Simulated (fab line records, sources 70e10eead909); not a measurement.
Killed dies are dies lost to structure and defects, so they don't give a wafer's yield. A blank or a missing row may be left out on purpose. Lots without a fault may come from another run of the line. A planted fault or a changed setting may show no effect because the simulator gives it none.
Chamber matching | flow nand_harc | NHARC_A_WL_FILL_ALD_02 on ald_metal-03: 4 sister chambers
The step deposits TiN, target thk 2 nm, pulse time 3 s, ald cycles 100. 20 wafers are shown with their chamber, then 10 later ones without.

WAFERS WITH THEIR CHAMBER
wafer  | chamber | heater_power_w (W) | precursor_pulse_height_rel
L076.1 | 0       | 1114               | 0.974
L076.2 | 3       | 1092               | 1.012
L076.6 | 1       | 1064               | 1.026
L079.2 | 1       | 1071               | 0.980
L079.3 | 2       | 1148               | 1.020
L079.4 | 3       | 1104               | 0.975
L083.2 | 2       | 1126               | 0.969
L083.3 | 3       | 1080               | 0.973
L083.4 | 0       | 1104               | 0.997
L084.1 | 1       | 1043               | 0.963
L084.2 | 3       | 1090               | 1.001
L084.6 | 2       | 1107               | 0.975
L085.2 | 3       | 1092               | 0.990
L085.3 | 1       | 1108               | 1.024
L085.5 | 2       | 1138               | 0.975
L086.3 | 3       | 1102               | 1.016
L086.5 | 1       | 1068               | 1.009
L086.6 | 0       | 1099               | 0.994
L090.1 | 2       | 1139               | 0.961
L090.5 | 3       | 1114               | 0.988

SIGNATURES (means of the wafers above)
reading                    | chamber 0 | chamber 1 | chamber 2 | chamber 3 | scatter within a chamber
heater_power_w             | 1105.67   | 1070.80   | 1131.60   | 1096.29   | 16
precursor_pulse_height_rel | 0.98833   | 1.00040   | 0.98000   | 0.99357   | 0.0213
Rule: a wafer's distance from a chamber is the root of the sum, over the readings, of the square of ((its reading less the chamber's mean) divided by the reading's scatter). The wafer belongs to the nearest chamber; if the next one is less than 2 further off, it can't be placed. The scatter: the root of (the sum of the squares of (reading less its chamber's mean) over the shown wafers, divided by (wafers less chambers)).

WAFERS WITHOUT THEIR CHAMBER
wafer  | heater_power_w (W) | precursor_pulse_height_rel
L090.6 | 1117               | 1.008
L094.2 | 1095               | 1.009
L094.3 | 1113               | 1.006
L094.6 | 1130               | 0.991
L093.3 | 1036               | 0.979
L093.5 | 1089               | 1.010
L093.6 | 1096               | 0.990
L096.2 | 1110               | 1.017
L096.3 | 1065               | 0.987
L096.6 | 1069               | 0.982

WHICH CHAMBER EACH WENT THROUGH
wafer  | from the rows above               | in truth
L090.6 | can't be placed: 0 or 3 or 2 or 1 | 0
L094.2 | can't be placed: 3 or 0 or 1 or 2 | 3
L094.3 | can't be placed: 0 or 3 or 2 or 1 | 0
L094.6 | can't be placed: 2 or 0 or 3      | 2
L093.3 | can't be placed: 1 or 3 or 0      | 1
L093.5 | can't be placed: 3 or 1 or 0      | 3
L093.6 | can't be placed: 3 or 0 or 1      | 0
L096.2 | can't be placed: 0 or 3 or 2 or 1 | 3
L096.3 | can't be placed: 1 or 3 or 0      | 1
L096.6 | can't be placed: 1 or 3 or 0      | 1
Placed correctly: 0 of 10. Can't be placed from these rows: 10 (the true chamber is among the candidates in 10). Placed wrongly: 0.
